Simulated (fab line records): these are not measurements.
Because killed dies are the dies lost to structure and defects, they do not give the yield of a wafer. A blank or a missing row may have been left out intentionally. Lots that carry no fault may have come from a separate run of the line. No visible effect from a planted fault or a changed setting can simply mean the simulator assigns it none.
Which tool is to blame? ; flow n5Finfet ; 7 lots with 21 wafers sampled at 8 steps, on a route of 1938 steps

WHAT THE GAUGES SHOWED, per wafer
N5_BEOL_M4_OCD_MEAS_38.
lot;measured;on;trenchDepthNm (nm)
L646;day 7 23:53;ocd-01;56.3 54.8 55.9
L647;day 8 11:51;ocd-02;56.0 55.7 54.8
L652;day 9 19:54;ocd-02;56.3 54.6 56.0
L653;day 10 06:49;ocd-01;55.7 56.7 55.2
L663;day 12 09:55;ocd-01;49.4 54.9 56.4
L666;day 12 18:09;ocd-02;55.0 55.3 56.5
L664;day 12 21:11;ocd-01;56.4 49.5 55.2

N5_BEOL_M4_THK_MEAS_53: measures by xrf.
lot;measured;on;M4_THK (nm)
L646;day 8 05:40;filmMetro-01;40.0 39.3 40.9
L647;day 8 17:08;filmMetro-01;40.4 39.4 38.8
L652;day 9 23:42;filmMetro-02;42.5 40.4 42.9
L653;day 10 10:54;filmMetro-01;40.4 42.9 40.3
L663;day 12 13:37;filmMetro-02;34.0 40.0 42.9
L666;day 12 22:04;filmMetro-02;37.8 37.9 39.4
L664;day 13 00:40;filmMetro-02;40.3 33.1 38.2

N5_BEOL_M4_RS_MEAS_58: measures by four-point-probe.
lot;measured;on;M4_RS (ohm/sq)
L646;day 8 06:01;filmMetro-01;0.669 0.682 0.650
L647;day 8 17:23;filmMetro-01;0.664 0.682 0.700
L652;day 9 23:58;filmMetro-02;0.628 0.676 0.623
L653;day 10 11:10;filmMetro-02;0.658 0.611 0.657
L663;day 12 13:54;filmMetro-01;0.824 0.667 0.613
L666;day 12 22:20;filmMetro-01;0.719 0.711 0.683
L664;day 13 00:55;filmMetro-02;0.662 0.854 0.710

N5_BEOL_M4_RC_MEAS_101.
lot;measured;on;DIBL_N (mV/V);DIBL_P (mV/V);IOFF_N (nA/um);IOFF_P (nA/um);ION_N (uA/um);ION_P (uA/um);SERP_M4_max_site (ohm/um);SS_N (mV/dec);SS_P (mV/dec);VT_N (mV);VT_P (mV)
L646;day 8 06:04;prober-02;34.3 35.2 35.5;35.8 36.7 36.3;0.140 0.143 0.152;0.193 0.203 0.208;663 666 671;465 461 462;207 228 195;71.6 71.8 71.7;72.8 72.6 73.3;250.5 251.5 249.1;-251 -251 -249
L647;day 8 17:36;prober-01;36.9 34.8 37.4;37.8 34.3 37.7;0.177 0.138 0.188;0.222 0.175 0.220;669 678 690;460 463 466;212 217 208;71.7 70.9 71.8;73.2 73.1 74.0;248.6 253.1 247.8;-249 -252 -250
L652;day 10 00:01;prober-01;38.3 35.9 37.5;38.1 33.7 36.4;0.188 0.130 0.166;0.269 0.193 0.238;683 663 663;473 467 462;195 208 201;71.7 71.6 72.2;74.7 72.2 73.8;248.0 253.9 250.4;-245 -249 -250
L653;day 10 11:13;prober-01;36.3 37.1 36.9;37.3 37.9 37.7;0.169 0.187 0.176;0.261 0.267 0.256;678 673 689;474 474 474;179 172 197;71.1 72.0 71.9;74.2 73.4 73.4;248.6 245.1 248.4;-245 -243 -244
L663;day 12 14:25;prober-01;36.7 36.8 35.0;38.8 39.0 36.9;0.167 0.173 0.146;0.226 0.231 0.194;666 669 672;463 459 460;264 209 181;72.0 71.6 71.7;74.2 73.8 73.3;249.4 250.7 250.6;-253 -250 -252
L666;day 12 22:23;prober-01;35.9 34.7 35.5;35.8 34.1 34.8;0.153 0.133 0.139;0.224 0.208 0.221;681 670 662;465 466 465;228 231 218;71.5 70.7 71.4;73.0 73.3 73.3;249.2 252.9 250.5;-249 -246 -246
L664;day 13 00:58;prober-02;36.2 35.5 36.5;36.9 36.7 37.8;0.150 0.149 0.161;0.209 0.202 0.225;667 673 674;461 465 464;205 245 227;72.2 71.7 72.0;73.3 73.1 73.4;252.9 250.4 252.8;-251 -252 -250

WHAT TOOL EACH LOT RAN ON (gives the tool, then ch and the chambers of the sampled wafers, and finally the start)
lot;N5_BEOL_M4_STRIP_66;N5_BEOL_M4_STRIP_36;N5_BEOL_M4_TRENCH_ETCH_37;N5_BEOL_M4_ALD_84
L646;rieDiel-01 ch 1,2,3, day 7 18:02;rieDiel-02 ch 0,1,2, day 7 23:42;rieDiel-02 ch 0,1,2, day 7 23:44;aldMetal-01 ch 0,3, day 8 00:52
L647;rieDiel-06 ch 0,3, day 8 05:10;rieDiel-02 ch 1,2, day 8 11:39;rieDiel-02 ch 1,2, day 8 11:41;aldMetal-04 ch 1,2, day 8 12:11
L652;rieDiel-01 ch 0,1,2, day 9 11:22;rieDiel-01 ch 1,2,3, day 9 19:43;rieDiel-01 ch 1,2,3, day 9 19:45;aldMetal-02 ch 1,2,3, day 9 20:26
L653;rieDiel-01 ch 0,2, day 9 21:10;rieDiel-02 ch 0,1,2, day 10 06:37;rieDiel-02 ch 0,1,2, day 10 06:40;aldMetal-01 ch 2,3, day 10 07:34
L663;rieDiel-02 ch 2,3, day 12 04:34;rieDiel-02 ch 0,1,2, day 12 09:43;rieDiel-02 ch 0,1,2, day 12 09:45;aldMetal-04 ch 0,1,3, day 12 10:32
L666;rieDiel-01 ch 0,1,3, day 12 15:48;rieDiel-01 ch 1,2,3, day 12 17:58;rieDiel-01 ch 1,2,3, day 12 18:00;aldMetal-02 ch 0,2,3, day 12 18:50
L664;rieDiel-06 ch 2,3, day 12 19:05;rieDiel-02 ch 0,2,3, day 12 20:59;rieDiel-02 ch 0,2,3, day 12 21:01;aldMetal-02 ch 1,2, day 12 21:40
- N5_BEOL_M4_STRIP_66: strips in CF4.
- N5_BEOL_M4_STRIP_36: strips in N2/H2.
- N5_BEOL_M4_TRENCH_ETCH_37: etches SiOC in C4F6/O2, target depth 55.555 nm, time 29.2 s.
- N5_BEOL_M4_ALD_84: deposits TaN, pulse time 2 s, purge time 3 s, co reactant purge time 2 s.

WHAT THE TOOLS THEMSELVES READ (means of the sampled wafers that have a number; where no wafer has one, the mark that the record gives instead)
N5_BEOL_M4_STRIP_66.
lot;tool;drypumpMotorCurrentA (A);oesProductAu (a.u.);powerW (W);rfVppV (V);showerheadPlenumPTorr (Torr);throttleValvePct (%)
L646;rieDiel-01;5.6;0.77;299.9;272.5;1.87;13.63
L647;rieDiel-06;6.2;0.80;300.2;270.4;1.79;13.65
L652;rieDiel-01;5.4;0.75;299.9;271.1;1.82;13.73
L653;rieDiel-01;5.4;0.71;299.8;270.0;1.76;13.90
L663;rieDiel-02;6.0;0.74;299.9;270.9;1.82;13.48
L666;rieDiel-01;5.8;0.74;300.3;271.8;1.82;13.70
L664;rieDiel-06;5.7;0.71;299.9;272.2;1.82;13.99

N5_BEOL_M4_STRIP_36.
lot;tool;drypumpMotorCurrentA (A);oesProductAu (a.u.);powerW (W);rfVppV (V);showerheadPlenumPTorr (Torr);tempC (C);throttleValvePct (%)
L646;rieDiel-02;6.0;0.72;451.2;59.3;2.56;40.05;23.68
L647;rieDiel-02;6.2;0.76;450.0;59.5;2.65;39.94;23.61
L652;rieDiel-01;5.6;0.76;451.6;61.2;2.65;39.89;23.70
L653;rieDiel-02;6.0;0.80;448.6;58.6;2.66;39.86;23.62
L663;rieDiel-02;6.0;0.79;450.0;59.6;2.65;40.01;23.62
L666;rieDiel-01;5.6;0.83;450.4;59.4;2.64;39.95;23.60
L664;rieDiel-02;5.8;0.78;449.6;58.3;2.59;40.02;23.46

N5_BEOL_M4_TRENCH_ETCH_37.
lot;tool;drypumpMotorCurrentA (A);oes_f_703_au (a.u.);oes_o_777_au (a.u.);oesProductAu (a.u.);rfFwdPowerW (W);rfVppV (V);showerheadPlenumPTorr (Torr);throttleValvePct (%)
L646;rieDiel-02;6.0;0.74;0.74;0.73;350.7;660;2.87;20.82
L647;rieDiel-02;6.2;0.77;0.77;0.75;350.3;663;2.97;20.78
L652;rieDiel-01;5.6;0.76;0.76;0.76;350.6;666;2.96;20.90
L653;rieDiel-02;6.0;0.81;0.81;0.80;351.0;663;2.97;20.74
L663;rieDiel-02;6.0;0.72;0.73;0.76;324.0;697;2.96;20.74
L666;rieDiel-01;5.6;0.83;0.83;0.83;350.0;666;2.94;20.80
L664;rieDiel-02;5.8;0.72;0.73;0.77;322.1;700;2.91;20.69

N5_BEOL_M4_ALD_84.
lot;tool;heaterPowerW (W)
L646;aldMetal-01;434
L647;aldMetal-04;455
L652;aldMetal-02;449
L653;aldMetal-01;441
L663;aldMetal-04;449
L666;aldMetal-02;434
L664;aldMetal-02;431

THE ANSWER, worked out from the rows above alone
Rule: the usual values come from the lots themselves. Put in order of their means at a reading, lots are off if they are a third of the lots or fewer, leave a main group of 4 or more, and stand apart from it by a gap of 3 or more times the standard deviation of the main group's means; of several such gaps the widest counts. The tables above print the reading to a certain number of digits; a main group whose means all agree to those digits is not used. A lot without any number at a reading at which 4 lots or more have one is off too. Any other lot the step has rows for is counted as sound. First the gauges in route order, then the tools' own readings, where a lot's mean is used as printed above. At the first step where some lot is off, the reading lying furthest off is the one used; lots without a number count as furthest.
Off: L663, L664, at N5_BEOL_M4_OCD_MEAS_38 (trenchDepthNm). The main group has a mean of 55.7 nm with a standard deviation of 0.12.
A tool fits if, at a process step before that reading, it ran every lot that is off, and no sound lot after the first of them. Not tried: the gauges at N5_BEOL_M4_OCD_MEAS_38; whatever is off there is also off at N5_BEOL_M4_TRENCH_ETCH_37, on other tools, and gauge error can't account for it. One candidate fits, namely rieDiel-02 at N5_BEOL_M4_STRIP_36 and N5_BEOL_M4_TRENCH_ETCH_37. At N5_BEOL_M4_STRIP_36 its last sound lot is L653 (day 10 06:37), its first lot that is off L663 (day 12 09:43): a fault that began between those two fits.

WHAT THE SIMULATOR HAD PUT IN
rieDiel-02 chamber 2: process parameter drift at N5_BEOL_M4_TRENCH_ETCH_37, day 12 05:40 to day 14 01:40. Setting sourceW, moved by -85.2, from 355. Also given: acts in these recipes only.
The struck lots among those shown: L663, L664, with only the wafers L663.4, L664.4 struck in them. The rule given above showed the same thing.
